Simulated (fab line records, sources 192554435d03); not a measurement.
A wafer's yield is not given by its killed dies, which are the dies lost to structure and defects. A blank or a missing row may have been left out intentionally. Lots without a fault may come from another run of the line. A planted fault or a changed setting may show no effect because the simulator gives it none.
fab line records + flow n5Finfet
record:
- lots: 10
- wafers: 30
- lastDay: 18
route steps=1938 shown BEOL_M4@1111 BEOL_M14@1755 BEOL_M15@1789 TV_LITHO@1879 PASSIVATION@1936
lots that met no fault: from a run of the same line without faults
startH: hours from the record's first day to the start of the lot's first wafer shown + waitH: hours since the lot's step before + " repeats the value in the row above + L1.1+2: a single row standing in for several wafers + - value missing, or start not given + * or withheld: withheld + < > ~ a bound
route shown NAME@n: NAME is a module with steps in the file, n the number in the route of the first one + usual: average and standard deviation across the fault-free wafers + same: alike in all rows + chamber/n: place in a boat + sites: each site's reading + _std_site: standard deviation of those values + _edge_site: inner sites' mean taken away from outer sites' mean + radiusMm: how far each site lies from the wafer's centre + mask NAME#n: copy n + behind: the tool/chamber that last shaped the wafer + hold: reason for holding the lot/hours on hold/outcome of the hold + device: the n, p or np transistor that did not switch + end of line: tests of these same wafers at the route's end + for a step that has no rows: nothing shown but its recipe + killed: at the first sort, the dies lost to defects and structure; wafer yield is something else + map: the dies of a wafer, with x for killed, . for not killed, _ for no die there
set.NAME: setting as actually run; set.NAME@STEP: the setting as run at that earlier step + model.NAME: the simulator's own value behind a step, which no gauge read
a sample of lots followed through the steps of the route, with each step as a table and each wafer as a row
services: a tool's chamber out of use, with start hour (startH, from the record's first day; less than 0 if before it), hours out, and reason
== steps ==
step: N5_BEOL_M4_RC_MEAS_101
usual:
- DIBL_N: 37.2/2.1
- DIBL_P: 37.3/2.3
- IOFF_N: 0.18/0.041
- IOFF_P: 0.24/0.042
- ION_N: 680/13
- ION_P: 466/7.7
- SS_N: 71.8/0.68
- SS_P: 73.5/0.66
- VT_N: 249/3.6
- VT_P: -248/3.4
| lot.wafer | tool      | chamber | startH | waitH | DIBL_N[mV/V] | DIBL_P[mV/V] | IOFF_N[nA/um] | IOFF_P[nA/um] | ION_N[uA/um] | ION_P[uA/um] | SS_N[mV/dec] | SS_P[mV/dec] | VT_N[mV] | VT_P[mV] |
|-----------|-----------|---------|--------|-------|--------------|--------------|---------------|---------------|--------------|--------------|--------------|--------------|----------|----------|
| L543.2    | prober-02 | 0       | 176.10 | 0.2   | 36.9         | 36.3         | 0.16          | 0.22          | 673          | 467          | 71.0         | 72.9         | 248      | -250     |
| L543.3    | "         | 0       | "      | "     | 36.9         | 36.9         | 0.16          | 0.22          | 670          | 467          | 71.6         | 73.0         | 247      | -248     |
| L543.6    | "         | 0       | "      | "     | 37.2         | 37.8         | 0.18          | 0.23          | 678          | 466          | 71.7         | 73.3         | 249      | -248     |
| L544.1    | prober-01 | 0       | 185.02 | 0.0   | 34.4         | 34.0         | 0.15          | 0.20          | 677          | 472          | 70.9         | 73.2         | 249      | -249     |
| L544.2    | "         | 0       | "      | "     | 33.4         | 33.2         | 0.13          | 0.17          | 665          | 455          | 70.7         | 73.0         | 250      | -254     |
| L544.5    | "         | 0       | "      | "     | 35.9         | 36.3         | 0.18          | 0.23          | 684          | 463          | 71.7         | 73.2         | 245      | -247     |
| L546.1    | prober-01 | 0       | 193.23 | 0.0   | 39.2         | 39.5         | 0.23          | 0.27          | 705          | 473          | 71.8         | 74.0         | 243      | -247     |
| L546.5    | "         | 0       | "      | "     | 38.1         | 37.7         | 0.19          | 0.23          | 689          | 468          | 72.9         | 73.8         | 248      | -252     |
| L546.6    | "         | 0       | "      | "     | 39.9         | 41.7         | 0.27          | 0.32          | 712          | 482          | 72.1         | 74.1         | 242      | -243     |
| L547.1    | prober-02 | 0       | 202.25 | 0.0   | 37.4         | 34.9         | 0.14          | 0.19          | 667          | 458          | 71.9         | 73.1         | 251      | -251     |
| L547.3    | "         | 0       | "      | "     | 38.0         | 36.7         | 0.16          | 0.21          | 666          | 458          | 71.9         | 73.1         | 249      | -251     |
| L547.6    | "         | 0       | "      | "     | 35.2         | 31.8         | 0.11          | 0.15          | 652          | 450          | 70.9         | 71.9         | 257      | -256     |
| L549.3    | prober-02 | 0       | 210.05 | 0.3   | 34.4         | 33.7         | 0.13          | 0.19          | 676          | 468          | 71.2         | 73.0         | 254      | -252     |
| L549.4    | "         | 0       | "      | "     | 35.4         | 35.4         | 0.14          | 0.21          | 668          | 460          | 71.7         | 72.4         | 252      | -248     |
| L549.5    | "         | 0       | "      | "     | 35.9         | 35.8         | 0.15          | 0.22          | 673          | 464          | 71.1         | 73.9         | 248      | -246     |
| L551.1    | prober-01 | 0       | 211.60 | 0.0   | 34.2         | 34.9         | 0.13          | 0.18          | 669          | 460          | 71.1         | 72.9         | 252      | -253     |
| L551.2    | "         | 0       | "      | "     | 36.8         | 37.7         | 0.17          | 0.24          | 677          | 465          | 71.3         | 73.5         | 246      | -247     |
| L551.5    | "         | 0       | "      | "     | 38.3         | 39.7         | 0.22          | 0.27          | 696          | 475          | 72.6         | 73.5         | 242      | -247     |
| L554.3    | prober-01 | 0       | 229.52 | 0.5   | 42.0         | 39.8         | 0.26          | 0.28          | 686          | 462          | 72.7         | 74.2         | 242      | -247     |
| L554.4    | "         | 0       | "      | "     | 39.3         | 37.0         | 0.19          | 0.23          | 676          | 457          | 72.1         | 74.4         | 249      | -248     |
| L554.5    | "         | 0       | "      | "     | 40.1         | 38.6         | 0.23          | 0.26          | 709          | 480          | 72.5         | 74.3         | 243      | -243     |
| L558.1    | prober-02 | 0       | 261.09 | 0.0   | 38.8         | 39.7         | 0.18          | 0.22          | 674          | 452          | 71.9         | 74.1         | 250      | -254     |
| L558.2    | "         | 0       | "      | "     | 36.3         | 36.9         | 0.14          | 0.18          | 662          | 447          | 71.5         | 73.4         | 252      | -256     |
| L558.3    | "         | 0       | "      | "     | 38.8         | 39.1         | 0.19          | 0.21          | 680          | 457          | 72.1         | 73.1         | 248      | -252     |
| L555.3    | prober-01 | 0       | 262.26 | 0.5   | 42.6         | 43.0         | 0.30          | 0.35          | 715          | 480          | 72.6         | 74.8         | 241      | -246     |
| L555.4    | "         | 0       | "      | "     | 39.3         | 38.8         | 0.20          | 0.26          | 678          | 464          | 72.6         | 73.9         | 249      | -251     |
| L555.6    | "         | 0       | "      | "     | 40.7         | 41.2         | 0.24          | 0.31          | 700          | 470          | 72.9         | 74.8         | 244      | -248     |
| L561.4    | prober-01 | 0       | 316.76 | 0.5   | 36.4         | 38.7         | 0.18          | 0.25          | 686          | 472          | 72.6         | 73.6         | 246      | -246     |
| L561.5    | "         | 0       | "      | "     | 36.9         | 39.7         | 0.18          | 0.26          | 690          | 480          | 72.1         | 73.6         | 247      | -245     |
| L561.6    | "         | 0       | "      | "     | 35.1         | 37.1         | 0.15          | 0.23          | 674          | 469          | 72.0         | 73.0         | 250      | -249     |
step: N5_BEOL_M14_OCD_MEAS_35
usual:
- trenchDepthNm: 563/13
| lot.wafer | tool   | chamber | startH | waitH | trenchDepthNm |
|-----------|--------|---------|--------|-------|---------------|
| L543.2    | ocd-01 | -       | 263.67 | 0.0   | 570           |
| L543.3    | "      | -       | "      | "     | 537           |
| L543.6    | "      | -       | "      | "     | 577           |
| L544.1    | ocd-02 | -       | 265.56 | 0.0   | 577           |
| L544.2    | "      | -       | "      | "     | 569           |
| L544.5    | "      | -       | "      | "     | 576           |
| L546.1    | ocd-01 | -       | 277.52 | 0.0   | 540           |
| L546.5    | "      | -       | "      | "     | 541           |
| L546.6    | "      | -       | "      | "     | 572           |
| L547.1    | ocd-02 | -       | 294.94 | 0.0   | 545           |
| L547.3    | "      | -       | "      | "     | 566           |
| L547.6    | "      | -       | "      | "     | 574           |
| L549.3    | ocd-02 | -       | 297.52 | 0.0   | 577           |
| L549.4    | "      | -       | "      | "     | 547           |
| L549.5    | "      | -       | "      | "     | 571           |
| L551.1    | ocd-01 | -       | 301.46 | 0.0   | 575           |
| L551.2    | "      | -       | "      | "     | 555           |
| L551.5    | "      | -       | "      | "     | 568           |
| L554.3    | ocd-01 | -       | 319.09 | 0.0   | 571           |
| L554.4    | "      | -       | "      | "     | 578           |
| L554.5    | "      | -       | "      | "     | 549           |
| L558.1    | ocd-01 | -       | 346.08 | 0.0   | 555           |
| L558.2    | "      | -       | "      | "     | 572           |
| L558.3    | "      | -       | "      | "     | 577           |
| L555.3    | ocd-01 | -       | 348.19 | 0.0   | 577           |
| L555.4    | "      | -       | "      | "     | 568           |
| L555.6    | "      | -       | "      | "     | 538           |
| L561.4    | ocd-02 | -       | 394.25 | 0.0   | 575           |
| L561.5    | "      | -       | "      | "     | 547           |
| L561.6    | "      | -       | "      | "     | 566           |
step: N5_BEOL_M14_PRE_CLEAN_42
recipe:
- gas: H2/He
- timeS: 30
- tempC: 300
usual:
- heaterPowerW: 466/39
| lot.wafer | tool          | chamber | startH | waitH | heaterPowerW |
|-----------|---------------|---------|--------|-------|--------------|
| L543.2    | pvdSputter-03 | -       | 265.33 | 0.0   | 528          |
| L543.3    | "             | -       | "      | "     | 412          |
| L543.6    | "             | -       | "      | "     | 470          |
| L544.1    | pvdSputter-01 | -       | 265.93 | 0.0   | 490          |
| L544.2    | "             | -       | "      | "     | 390          |
| L544.5    | "             | -       | "      | "     | 486          |
| L546.1    | pvdSputter-02 | -       | 281.63 | 0.0   | 529          |
| L546.5    | "             | -       | "      | "     | 460          |
| L546.6    | "             | -       | "      | "     | 520          |
| L547.1    | pvdSputter-02 | -       | 298.48 | 0.0   | 453          |
| L547.3    | "             | -       | "      | "     | 448          |
| L547.6    | "             | -       | "      | "     | 519          |
| L549.3    | pvdSputter-03 | -       | 301.96 | 0.0   | 426          |
| L549.4    | "             | -       | "      | "     | 472          |
| L549.5    | "             | -       | "      | "     | 530          |
| L551.1    | pvdSputter-01 | -       | 303.83 | 0.0   | 493          |
| L551.2    | "             | -       | "      | "     | 472          |
| L551.5    | "             | -       | "      | "     | 529          |
| L554.3    | pvdSputter-02 | -       | 321.24 | 0.0   | 506          |
| L554.4    | "             | -       | "      | "     | 457          |
| L554.5    | "             | -       | "      | "     | 451          |
| L558.1    | pvdSputter-02 | -       | 348.56 | 0.0   | 518          |
| L558.2    | "             | -       | "      | "     | 452          |
| L558.3    | "             | -       | "      | "     | 452          |
| L555.3    | pvdSputter-02 | -       | 352.02 | 0.0   | 457          |
| L555.4    | "             | -       | "      | "     | 514          |
| L555.6    | "             | -       | "      | "     | 516          |
| L561.4    | pvdSputter-02 | -       | 399.70 | 0.0   | 463          |
| L561.5    | "             | -       | "      | "     | 516          |
| L561.6    | "             | -       | "      | "     | 443          |
step: N5_BEOL_M15_STRIP_63
recipe:
- chemistry: O2
- powerW: 600
- tempC: 60
- pressureMtorr: 30
- rfFrequencyHz: 6e+07
- biasPowerW: 0
- overashFraction: 0.3
- o2FlowSccm: 225
usual:
- drypumpMotorCurrentA: 5.9/0.54
- o2FlowSccm: 224.9/0.72
- oesProductAu: 0.79/0.08
- rfVppV: 3.6/0.74
- showerheadPlenumPTorr: 2.09/0.063
- throttleValvePct: 16.60/0.23
| lot.wafer | tool       | chamber | startH | waitH | drypumpMotorCurrentA | o2FlowSccm | oesProductAu | rfHoursCounterH | rfVppV | showerheadPlenumPTorr | throttleValvePct |
|-----------|------------|---------|--------|-------|----------------------|------------|--------------|-----------------|--------|-----------------------|------------------|
| L543.2    | rieDiel-02 | 2       | -      | -     | 6.4                  | 223.9      | 0.92         | 22              | 2.7    | 2.04                  | 16.61            |
| L543.3    | "          | 0       | "      | "     | 5.6                  | 225.9      | 0.90         | 38              | 4.3    | 2.04                  | 16.49            |
| L543.6    | "          | 3       | "      | "     | 6.2                  | 225.6      | 0.68         | -               | 3.1    | 1.98                  | 16.86            |
| L544.1    | rieDiel-02 | 1       | -      | -     | 5.2                  | 226.1      | 0.69         | 237             | 3.8    | 1.98                  | 17.04            |
| L544.2    | "          | 3       | "      | "     | 6.2                  | 224.3      | 0.66         | 242             | 3.9    | 1.98                  | 16.82            |
| L544.5    | "          | 2       | "      | "     | 6.4                  | 225.6      | 0.92         | -               | 2.9    | 2.04                  | 16.60            |
| L546.1    | rieDiel-03 | 3       | -      | -     | 6.6                  | 224.7      | 0.86         | 56              | 4.0    | 2.13                  | 16.41            |
| L546.5    | "          | 3       | "      | "     | 6.7                  | 223.9      | 0.84         | -               | 3.2    | 2.13                  | 16.40            |
| L546.6    | "          | 2       | "      | "     | 5.8                  | 224.5      | 0.72         | -               | 3.9    | 2.09                  | 16.59            |
| L547.1    | rieDiel-03 | 2       | -      | -     | 5.7                  | 225.1      | 0.72         | 181             | 3.7    | 2.09                  | 16.60            |
| L547.3    | "          | 1       | "      | "     | 6.0                  | 224.9      | 0.70         | 208             | 1.7    | 2.15                  | 17.12            |
| L547.6    | "          | 1       | "      | "     | 6.0                  | 224.3      | 0.70         | -               | 3.1    | 2.15                  | 17.11            |
| L549.3    | rieDiel-03 | 3       | -      | -     | 6.6                  | 225.0      | 0.84         | 61              | 3.7    | 2.12                  | 16.45            |
| L549.4    | "          | 1       | "      | "     | 6.0                  | 224.8      | 0.70         | 210             | 4.6    | 2.15                  | 17.13            |
| L549.5    | "          | 0       | "      | "     | 4.9                  | 224.9      | 0.76         | -               | 3.4    | 2.09                  | 16.48            |
| L551.1    | rieDiel-03 | 0       | -      | -     | 4.9                  | 225.4      | 0.75         | 178             | 2.8    | 2.09                  | 16.47            |
| L551.2    | "          | 2       | "      | "     | 5.8                  | 224.3      | 0.70         | 183             | 2.3    | 2.09                  | 16.62            |
| L551.5    | "          | 0       | "      | "     | 4.9                  | 224.5      | 0.75         | -               | 3.8    | 2.09                  | 16.48            |
| L554.3    | rieDiel-03 | 0       | -      | -     | 4.9                  | 224.5      | 0.74         | 182             | 2.6    | 2.09                  | 16.47            |
| L554.4    | "          | 2       | "      | "     | 5.8                  | 224.3      | 0.69         | 188             | 4.2    | 2.09                  | 16.64            |
| L554.5    | "          | 2       | "      | "     | 5.7                  | 224.3      | 0.69         | -               | 3.7    | 2.09                  | 16.62            |
| L558.1    | rieDiel-03 | 0       | -      | -     | 4.9                  | 224.6      | 0.74         | 189             | 2.5    | 2.08                  | 16.49            |
| L558.2    | "          | 3       | "      | "     | 6.6                  | 224.5      | 0.82         | 74              | 3.2    | 2.12                  | 16.45            |
| L558.3    | "          | 2       | "      | "     | 5.8                  | 225.5      | 0.69         | 196             | 2.2    | 2.08                  | 16.63            |
| L555.3    | rieDiel-02 | 2       | -      | -     | 6.4                  | 223.8      | 0.86         | 54              | 3.2    | 2.03                  | 16.67            |
| L555.4    | "          | 0       | "      | "     | 5.6                  | 226.0      | 0.86         | -               | 3.8    | 2.03                  | 16.51            |
| L555.6    | "          | 3       | "      | "     | 6.2                  | 224.5      | 0.92         | -               | 4.6    | 2.24                  | 16.42            |
| L561.4    | rieDiel-03 | 2       | -      | -     | 5.8                  | 224.1      | 0.70         | 211             | 3.4    | 2.08                  | 16.70            |
| L561.5    | "          | 3       | "      | "     | 6.6                  | 224.9      | 0.81         | -               | 4.1    | 2.11                  | 16.48            |
| L561.6    | "          | 0       | "      | "     | 4.9                  | 224.9      | 0.74         | -               | 3.7    | 2.08                  | 16.52            |
step: N5_PASSIVATION_EXPOSE_07
recipe:
- maskId: TV
- na: 0.55
- sourceShape: conventional
- sigmaOuter: 0.8
- polarization: unpolarized
- defocusNm: 0
- targetCdNm: 3000
- doseMj: 22.75
usual:
- exposureDoseMJCm2: 22.742/0.023
- focusOffsetNm: 0.0/0.56
| lot.wafer | tool          | chamber | startH | waitH | mask | exposureDoseMJCm2 | focusOffsetNm |
|-----------|---------------|---------|--------|-------|------|-------------------|---------------|
| L543.2    | krfScanner-01 | 0       | 287.81 | -     | TV#0 | 22.759            | 0.4           |
| L543.3    | "             | 0       | "      | "     | TV#0 | 22.782            | 0.4           |
| L543.6    | "             | 0       | "      | "     | TV#0 | 22.775            | 0.3           |
| L544.1    | krfScanner-01 | 0       | 292.69 | -     | TV#0 | 22.754            | -0.5          |
| L544.2    | "             | 0       | "      | "     | TV#0 | 22.759            | 0.7           |
| L544.5    | "             | 0       | "      | "     | TV#0 | 22.767            | -0.2          |
| L546.1    | krfScanner-01 | 0       | 300.60 | -     | TV#0 | 22.714            | 0.3           |
| L546.5    | "             | 0       | "      | "     | TV#0 | 22.723            | -0.6          |
| L546.6    | "             | 0       | "      | "     | TV#0 | 22.724            | -1.5          |
| L547.1    | krfScanner-01 | 0       | 312.20 | -     | TV#0 | 22.754            | 0.7           |
| L547.3    | "             | 0       | "      | "     | TV#0 | 22.758            | -0.1          |
| L547.6    | "             | 0       | "      | "     | TV#0 | 22.741            | -0.4          |
| L549.3    | krfScanner-01 | 0       | 317.17 | -     | TV#0 | 22.726            | 0.2           |
| L549.4    | "             | 0       | "      | "     | TV#0 | 22.721            | 0.5           |
| L549.5    | "             | 0       | "      | "     | TV#0 | 22.736            | -0.3          |
| L551.1    | krfScanner-01 | 0       | 318.16 | -     | TV#0 | 22.777            | 0.0           |
| L551.2    | "             | 0       | "      | "     | TV#0 | 22.753            | 0.0           |
| L551.5    | "             | 0       | "      | "     | TV#0 | 22.768            | 0.5           |
| L554.3    | krfScanner-02 | 0       | 336.61 | -     | TV#0 | 22.724            | 0.7           |
| L554.4    | "             | 0       | "      | "     | TV#0 | 22.728            | -0.1          |
| L554.5    | "             | 0       | "      | "     | TV#0 | 22.767            | -0.2          |
| L558.1    | krfScanner-02 | 0       | 362.54 | -     | TV#0 | 22.730            | -0.8          |
| L558.2    | "             | 0       | "      | "     | TV#0 | 22.679            | -0.1          |
| L558.3    | "             | 0       | "      | "     | TV#0 | 22.712            | -0.9          |
| L555.3    | krfScanner-02 | 0       | 366.23 | -     | TV#0 | 22.727            | 0.1           |
| L555.4    | "             | 0       | "      | "     | TV#0 | 22.756            | 0.6           |
| L555.6    | "             | 0       | "      | "     | TV#0 | 22.737            | 0.2           |
| L561.4    | krfScanner-02 | 0       | 415.88 | -     | TV#0 | 22.760            | -0.5          |
| L561.5    | "             | 0       | "      | "     | TV#0 | 22.749            | -0.7          |
| L561.6    | "             | 0       | "      | "     | TV#0 | 22.762            | -0.6          |
step: N5_PASSIVATION_OVL_MEAS_60
recipe:
- pointsPerWafer: 44
usual:
- TV_OVL: -2/5.3
same:
- pointsPerWafer: 44
| lot.wafer | tool       | chamber | startH | waitH | TV_OVL[nm] |
|-----------|------------|---------|--------|-------|------------|
| L543.2    | overlay-01 | 0       | 288.01 | 0.0   | -2         |
| L543.3    | "          | 0       | "      | "     | -3         |
| L543.6    | "          | 0       | "      | "     | 4          |
| L544.1    | overlay-01 | 0       | 292.90 | 0.0   | -6         |
| L544.2    | "          | 0       | "      | "     | -4         |
| L544.5    | "          | 0       | "      | "     | -6         |
| L546.1    | overlay-02 | 0       | 300.80 | 0.0   | -9         |
| L546.5    | "          | 0       | "      | "     | -15        |
| L546.6    | "          | 0       | "      | "     | -13        |
| L547.1    | overlay-02 | 0       | 312.41 | 0.0   | 527        |
| L547.3    | "          | 0       | "      | "     | 527        |
| L547.6    | "          | 0       | "      | "     | 524        |
| L549.3    | overlay-01 | 0       | 317.36 | 0.0   | 527        |
| L549.4    | "          | 0       | "      | "     | 527        |
| L549.5    | "          | 0       | "      | "     | 522        |
| L551.1    | overlay-02 | 0       | 318.36 | 0.0   | 529        |
| L551.2    | "          | 0       | "      | "     | 533        |
| L551.5    | "          | 0       | "      | "     | 530        |
| L554.3    | overlay-02 | 0       | 336.81 | 0.0   | 0          |
| L554.4    | "          | 0       | "      | "     | 5          |
| L554.5    | "          | 0       | "      | "     | -6         |
| L558.1    | overlay-02 | 0       | 362.75 | 0.0   | 0          |
| L558.2    | "          | 0       | "      | "     | -8         |
| L558.3    | "          | 0       | "      | "     | 4          |
| L555.3    | overlay-01 | 0       | 366.43 | 0.0   | -2         |
| L555.4    | "          | 0       | "      | "     | -2         |
| L555.6    | "          | 0       | "      | "     | -1         |
| L561.4    | overlay-01 | 0       | 416.08 | 0.0   | -3         |
| L561.5    | "          | 0       | "      | "     | 9          |
| L561.6    | "          | 0       | "      | "     | -3         |
step: N5_PASSIVATION_PROBE_49
usual:
- defectLimitedYield: 91.0/1.6
- killed_at_M0_to_M3: 35/11
- killed_at_M4_up: 14/5.3
- killedAtContacts: 13/6.7
- killedAtFrontEnd: 41/12
- killedAtOther: 3.9/2.7
- killedDies: 106/19
- killedOpen: 70/14
- killedShort: 35/8.8
- sort_bin_4_leakage: 0.01/0.058
- sort_bin_5_function: 5.3/1
- sort_bin_6_memory: 3.3/0.81
- sortNPass: 1073/19
- sortYieldPct: 91.0/1.6
same:
- grossDies: 1180
- killedAtBackSide: 0
- sort_bin_8_speed[%]: 0
| lot.wafer | tool      | chamber | startH | waitH | defectLimitedYield[%] | killed_at_M0_to_M3 | killed_at_M4_up | killedAtContacts | killedAtFrontEnd | killedAtOther | killedDies | killedOpen | killedShort | sort_bin_4_leakage[%] | sort_bin_5_function[%] | sort_bin_6_memory[%] | sortNPass | sortYieldPct[%] |
|-----------|-----------|---------|--------|-------|-----------------------|--------------------|-----------------|------------------|------------------|---------------|------------|------------|-------------|-----------------------|------------------------|----------------------|-----------|-----------------|
| L549.3    | prober-01 | -       | 324.08 | 0.1   | 84.3                  | 36                 | 16              | 96               | 36               | 1             | 185        | 71         | 25          | 0                     | 9.9                    | 4.1                  | 995       | 84.3            |
| L549.4    | prober-01 | -       | 324.13 | 0.2   | 82.3                  | 31                 | 10              | 134              | 32               | 2             | 209        | 49         | 30          | 0                     | 12.2                   | 3.4                  | 971       | 82.3            |
| L549.5    | prober-01 | -       | 324.18 | 0.2   | 79.8                  | 29                 | 20              | 135              | 50               | 4             | 238        | 76         | 31          | 0                     | 12.5                   | 4.7                  | 942       | 79.8            |
| L551.1    | prober-02 | -       | 325.83 | 0.0   | 82.8                  | 22                 | 14              | 103              | 61               | 3             | 203        | 61         | 50          | 0                     | 9.2                    | 5.1                  | 977       | 82.8            |
| L551.2    | prober-02 | -       | 325.88 | 0.1   | 79.9                  | 20                 | 11              | 145              | 52               | 9             | 237        | 62         | 45          | 0                     | 12.7                   | 4.2                  | 943       | 79.9            |
| L551.5    | prober-02 | -       | 326.03 | 0.2   | 80.0                  | 21                 | 11              | 144              | 56               | 4             | 236        | 59         | 46          | 0                     | 12.8                   | 4.4                  | 944       | 80.0            |
killed by level:class
L549.3 MOL_CONTACT_COAG:unspecified=89 STI_FIN_REVEAL:geometricParticle:open=17 BEOL_M0_SAQP:geometricParticle:open=13 BEOL_M2:geometricParticle:open=10 BEOL_M5:geometricParticle:open=10 BEOL_M0_SAQP:geometricParticle:short=6 MOL_CONTACT_COAG:geometricParticle:open=4 FIN_SAQP:geometricParticle:short=3
L549.4 MOL_CONTACT_COAG:unspecified=129 BEOL_M3:geometricParticle:open=13 STI_FIN_REVEAL:geometricParticle:open=9 BEOL_M0_SAQP:geometricParticle:short=8 FIN_SAQP:geometricParticle:open=6 FIN_SAQP:geometricParticle:short=6 MOL_CONTACT_COAG:geometricParticle:open=5 BEOL_M0_SAQP:geometricParticle:open=3
L549.5 MOL_CONTACT_COAG:unspecified=130 STI_FIN_REVEAL:geometricParticle:open=20 BEOL_M5:geometricParticle:open=11 BEOL_M0_SAQP:geometricParticle:short=9 BEOL_M1:geometricParticle:open=7 BEOL_M2:geometricParticle:open=7 BEOL_M0_SAQP:geometricParticle:open=5 STARTING-WAFER:geometricParticle:short=5
L551.1 MOL_CONTACT_COAG:unspecified=88 STI_FIN_REVEAL:geometricParticle:open=14 MOL_CONTACT_COAG:geometricParticle:open=11 GATE_CUT:geometricParticle:short=11 FIN_SAQP:geometricParticle:short=9 FIN_SAQP:geometricParticle:open=9 BEOL_M0_SAQP:geometricParticle:open=6 BEOL_M0_SAQP:geometricParticle:short=6
L551.2 MOL_CONTACT_COAG:unspecified=129 MOL_CONTACT_COAG:geometricParticle:open=12 FIN_SAQP:geometricParticle:short=10 FIN_SAQP:geometricParticle:open=9 STI_FIN_REVEAL:geometricParticle:open=8 GATE_CUT:geometricParticle:short=8 BEOL_M0_SAQP:geometricParticle:open=6 BEOL_M0_SAQP:geometricParticle:short=6
L551.5 MOL_CONTACT_COAG:unspecified=128 MOL_CONTACT_COAG:geometricParticle:open=13 FIN_SAQP:geometricParticle:open=9 GATE_CUT:geometricParticle:short=9 FIN_SAQP:geometricParticle:short=8 DUMMY_GATE:geometricParticle:open=6 BEOL_M0_SAQP:geometricParticle:short=6 BEOL_M3:geometricParticle:open=5
== services ==
| tool          | chamber | startH | hours | kind                         |
|---------------|---------|--------|-------|------------------------------|
| krfScanner-02 | -       | 263.08 | 1.0   | pm                           |
| krfScanner-02 | -       | 269.53 | 2.5   | repair                       |
| rieDiel-02    | 0       | 275.91 | 6.9   | repair                       |
| krfScanner-01 | -       | 278.00 | 4.1   | repair                       |
| pvdSputter-03 | -       | 294.50 | 0.8   | repair                       |
| rieDiel-02    | 3       | 302.17 | -     | clean                        |
| rieDiel-02    | 3       | 302.17 | -     | consumableReplace:focusRing  |
| rieDiel-02    | 3       | 302.17 | -     | consumableReplace:showerhead |
| rieDiel-02    | 3       | 302.17 | 17.7  | scheduledDown                |
| rieDiel-02    | 3       | 302.17 | 17.7  | ventCycle                    |
| krfScanner-01 | -       | 306.98 | 1.3   | pm                           |
| krfScanner-02 | -       | 318.54 | 0.8   | pm                           |
| krfScanner-01 | 0       | 331.43 | -     | calibration                  |
| krfScanner-01 | -       | 338.84 | 1.0   | pm                           |
| krfScanner-01 | -       | 344.04 | 0.8   | pm                           |
| krfScanner-02 | -       | 350.95 | 1.3   | pm                           |
| krfScanner-01 | -       | 360.42 | 11.6  | pm                           |
| krfScanner-02 | 0       | 370.94 | -     | calibration                  |
| pvdSputter-03 | -       | 376.74 | 2.5   | repair                       |
| krfScanner-02 | -       | 391.57 | 1.0   | pm                           |
| krfScanner-01 | -       | 395.13 | 0.2   | repair                       |
| pvdSputter-01 | -       | 396.40 | 1.4   | repair                       |
| pvdSputter-02 | -       | 410.52 | 0.9   | repair                       |
| pvdSputter-02 | -       | 415.84 | 1.9   | repair                       |
== key ==
firstSign:
- step: N5_PASSIVATION_OVL_MEAS_60
- reading: TV_OVL
- direction: up
- sigmas: 99+
- usual: -2
- struck: 527
effect none on later readings
metAt N5_PASSIVATION_EXPOSE_07
struckLots L547,L549,L551
notActingAt N5_BEOL_M14_OCD_MEAS_35,N5_BEOL_M14_PRE_CLEAN_42,N5_BEOL_M15_STRIP_63
onsetBetween 300.60 312.20
earlierFault:
- kind: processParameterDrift
- tool: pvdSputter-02
- chamber: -
- onsetH: 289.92
- steps: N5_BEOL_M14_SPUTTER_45
- channel: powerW
- offset: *
- shape: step
- actsIn: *
- stated: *
earlierFault:
- kind: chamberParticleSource
- tool: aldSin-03
- chamber: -
- onsetH: 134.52
- steps: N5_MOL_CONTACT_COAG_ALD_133
- ratePerVisitCm2: 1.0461
fault:
- kind: scannerMatchingOverlay
- tool: krfScanner-01
- chamber: -
- onsetH: 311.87
- steps: N5_PASSIVATION_EXPOSE_07
- offset: 526.53
